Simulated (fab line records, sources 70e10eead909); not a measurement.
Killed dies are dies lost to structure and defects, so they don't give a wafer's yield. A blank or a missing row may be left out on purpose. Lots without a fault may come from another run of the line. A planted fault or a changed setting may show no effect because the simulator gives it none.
A struck lot beside a sound one | flow nand_harc | 39 steps out of a route of 1302
Sound: wafers L791.4, L791.5, L791.6. Struck: wafers L799.1, L799.3, L799.4. The cause comes at the end.
At each step with rows: each side's tool, then ch and its chambers, then its first start. Under that, the readings that differ: sound wafers | struck wafers | difference of the means | sigmas: that difference in standard deviations of wafers without a fault.
alike: readings whose means differ by less than 2 such deviations, and words and numbers that are the same on both sides. not compared: withheld readings, readings that some wafer has no value for, bounds like >300 that may hide the same value, and numbers for which the record gives no deviation and whose values overlap.
The two part at a step that has a row with sigmas, a row that says differs or no value, or rows on one side only. Numbers that don't overlap but have no deviation are shown without sigmas and don't part them. A reading that every wafer of one side lacks parts them only if that side has two wafers or more.

first, 3 steps without rows for these wafers: NHARC_A_BONDPAD_HARDBAKE_10 (time 65 s); NHARC_A_BONDPAD_DESCUM_11 (chemistry O2, time 3 s); NHARC_A_BONDPAD_ETCH_34 (etches the open film in N2/H2, target depth 60 nm, overetch 18 nm, time 65.91 s).
NHARC_A_BONDPAD_ETCH_12: etches the open film in CHF3/O2, target depth 220 nm, time 110 s.
  sound on rie_diel-05 ch 0,1,3; struck on rie_diel-11 ch 0,1,2
  alike: bias_w, chf3_flow_sccm, drypump_motor_current_A, oes_product_au, rf_vpp_V, showerhead_plenum_p_Torr, throttle_valve_pct
  not compared: rf_hours_counter_h
NHARC_A_BONDPAD_CD_MEAS_13:
  sound on cd_sem-02, day 23 07:21; struck on cd_sem-01, day 26 07:08
  alike: cd_nm
then, 1 step without rows for these wafers: NHARC_A_BONDPAD_STRIP_15 (strips in O2).
NHARC_A_BONDPAD_ETCH_24: etches the open film in CF4/N2, target depth 30 nm, time 72.99 s.
  sound on rie_diel-11 ch 0,3; struck on rie_diel-04 ch 0,1,2
  alike: bias_w, drypump_motor_current_A, oes_product_au, rf_vpp_V, showerhead_plenum_p_Torr, throttle_valve_pct
  not compared: rf_hours_counter_h
then, 3 steps without rows for these wafers: NHARC_A_BONDPAD_STRIP_16 (strips in post etch residue remover, time 600 s); NHARC_A_BONDPAD_DEGAS_25 (time 60 s); NHARC_A_BONDPAD_PRE_CLEAN_26 (time 30 s).
NHARC_A_BONDPAD_PVD_17: deposits TaN, target thk 5 nm, time 8.06 s.
  sound on pvd_sputter-01; struck on pvd_sputter-02
  alike: throttle_valve_pct
then, 1 step without rows for these wafers: NHARC_A_BONDPAD_PVD_27 (deposits Cu, target thk 30 nm, time 20.49 s).
NHARC_A_BONDPAD_ECD_18: material Cu, target thk 400 nm.
  sound on ecd_cu-02 ch 0,1, day 23 08:30; struck on ecd_cu-01 ch 0,1, day 26 08:08
NHARC_A_BONDPAD_ANNEAL_28: time 90 s.
  sound on rtp_anneal-02 ch 0, day 23 08:53; struck on rtp_anneal-01 ch 0, day 26 08:31
  alike: wafer_temp_C_max
NHARC_A_BONDPAD_CMP_19: polishes, t overpolish 30 s, cu recess touch 16 s, target thk 169.82 nm.
  sound on cmp-03 ch 0,1, day 23 09:07; struck on cmp-04 ch 0,1,2, day 26 08:52
  alike: motor_current_A, overpolish_run_s
NHARC_A_BONDPAD_THK_MEAS_20: measures by xrf.
  sound on film_metro-02, day 23 09:24; struck on film_metro-02, day 26 09:11
  alike: thk_nm
then, 6 steps without rows for these wafers: NHARC_A_BONDPAD_SRD_21 (time 30 s, dry time 20 s); NHARC_HYBRID_BOND_ACTIVATE_00 (chemistry N2, time 60 s); NHARC_HYBRID_BOND_PRECLEAN_01 (cleans in DIW, time 300 s); NHARC_HYBRID_BOND_SRD_02 (time 30 s, dry time 20 s); NHARC_HYBRID_BOND_BOND_03; NHARC_HYBRID_BOND_ANNEAL_04 (time 7200 s).
NHARC_HYBRID_BOND_OVL_MEAS_05:
  sound on overlay-01, day 23 19:35; struck on overlay-01, day 26 18:53
  alike: overlay_x_nm, overlay_y_nm
then, 2 steps without rows for these wafers: NHARC_THIN_TSV_GRIND_00; NHARC_THIN_TSV_CMP_01 (polishes).
NHARC_THIN_TSV_THK_MEAS_02: measures by ir.
  sound on film_metro-01, day 23 21:17; struck on film_metro-01, day 26 20:36
  alike: thk_nm
then, 12 steps without rows for these wafers: NHARC_THIN_TSV_SRD_03; NHARC_THIN_TSV_PRECLEAN_41 (cleans in SC1); NHARC_THIN_TSV_SRD_42; NHARC_THIN_TSV_DEP_43 (deposits SiO2, target thk 1328.5 nm); NHARC_THIN_TSV_DEHYDRATE_04 (time 120 s); NHARC_THIN_TSV_HMDS_05 (time 30 s); NHARC_THIN_TSV_COAT_06; NHARC_THIN_TSV_SOFTBAKE_07 (time 95 s); NHARC_THIN_TSV_EBR_08; NHARC_THIN_TSV_EXPOSE_09 (exposes mask TSV); NHARC_THIN_TSV_PEB_10 (peb time 85 s); NHARC_THIN_TSV_DEVELOP_11 (time 70 s).
NHARC_END_SORT_01:
  sound on prober-02 ch 0, day 24 16:01; struck on prober-01 ch 0, day 27 13:03
  reading                  | sound          | struck         | difference | sigmas
  defect_limited_yield (%) | 90.0 90.0 91.0 | 24.4 27.9 25.1 | -64.5      | -25
  killed_at_array          | 60 60 52       | 512 488 505    | +444       | +26
  killed_at_other          | 2 4 3          | 0 0 0          | -3         | -3
  killed_at_periphery      | 6 4 6          | 0 0 2          | -5         | -2
  killed_dies              | 68 68 61       | 512 488 507    | +437       | +26
  killed_open              | 6 6 4          | 0 2 2          | -4         | -2
  sort_bin_2_pct (%)       | 2.1 3.5 3.0    | 28.4 29.8 29.8 | +26.5      | +24
  sort_bin_3_pct (%)       | 0.7 1.0 0.1    | 4.6 6.8 7.1    | +5.6       | +15
  sort_bin_4_pct (%)       | 7.2 5.5 5.9    | 42.7 35.5 38.0 | +32.5      | +22
  sort_n_pass              | 609 609 616    | 165 189 170    | -437       | -26
  sort_rim_yield_pct (%)   | 94 96 84       | 24 31 32       | -62        | -13
  sort_yield_pct (%)       | 90.0 90.0 91.0 | 24.4 27.9 25.1 | -64.5      | -25
  alike: killed_short

WHERE THEY PART
Only at NHARC_END_SORT_01, within this record.

WHY: what the simulator had put in
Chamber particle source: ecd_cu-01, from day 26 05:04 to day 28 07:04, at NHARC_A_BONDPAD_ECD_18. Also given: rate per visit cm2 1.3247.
